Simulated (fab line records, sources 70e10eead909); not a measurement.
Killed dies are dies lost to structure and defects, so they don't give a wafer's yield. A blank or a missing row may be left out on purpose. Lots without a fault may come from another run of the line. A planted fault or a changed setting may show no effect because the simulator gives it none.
Chamber matching | flow nand_harc | NHARC_P_M2_DEP_33 on pecvd-03: 3 sister chambers
The step deposits SiCN, target thk 30 nm. 20 wafers are shown with their chamber, then 10 later ones without.

WAFERS WITH THEIR CHAMBER
wafer  | chamber | heater_power_w (W)
L074.1 | 0       | 735
L074.2 | 1       | 545
L074.3 | 2       | 489
L075.2 | 0       | 748
L075.4 | 0       | 740
L075.6 | 1       | 489
L078.3 | 2       | 513
L078.4 | 0       | 800
L078.6 | 1       | 469
L083.1 | 0       | 641
L083.5 | 0       | 627
L083.6 | 2       | 507
L084.1 | 0       | 657
L084.3 | 1       | 526
L084.6 | 0       | 669
L085.3 | 1       | 459
L085.4 | 2       | 561
L085.6 | 1       | 462
L086.4 | 1       | 489
L086.5 | 1       | 493

SIGNATURES (means of the wafers above)
reading        | chamber 0 | chamber 1 | chamber 2 | scatter within a chamber
heater_power_w | 702.12    | 491.50    | 517.50    | 46
Rule: a wafer's distance from a chamber is the root of the sum, over the readings, of the square of ((its reading less the chamber's mean) divided by the reading's scatter). The wafer belongs to the nearest chamber; if the next one is less than 2 further off, it can't be placed. The scatter: the root of (the sum of the squares of (reading less its chamber's mean) over the shown wafers, divided by (wafers less chambers)).

WAFERS WITHOUT THEIR CHAMBER
wafer  | heater_power_w (W)
L086.6 | 567
L089.1 | 546
L089.3 | 531
L089.6 | 685
L094.2 | 673
L094.4 | 503
L094.6 | 659
L096.4 | 682
L096.5 | 512
L096.6 | 601

WHICH CHAMBER EACH WENT THROUGH
wafer  | from the rows above          | in truth
L086.6 | can't be placed: 2 or 1 or 0 | 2
L089.1 | can't be placed: 2 or 1      | 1
L089.3 | can't be placed: 2 or 1      | 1
L089.6 | 0                            | 0
L094.2 | 0                            | 0
L094.4 | can't be placed: 1 or 2      | 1
L094.6 | 0                            | 0
L096.4 | 0                            | 0
L096.5 | can't be placed: 2 or 1      | 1
L096.6 | can't be placed: 2 or 0 or 1 | 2
Placed correctly: 4 of 10. Can't be placed from these rows: 6 (the true chamber is among the candidates in 6). Placed wrongly: 0.
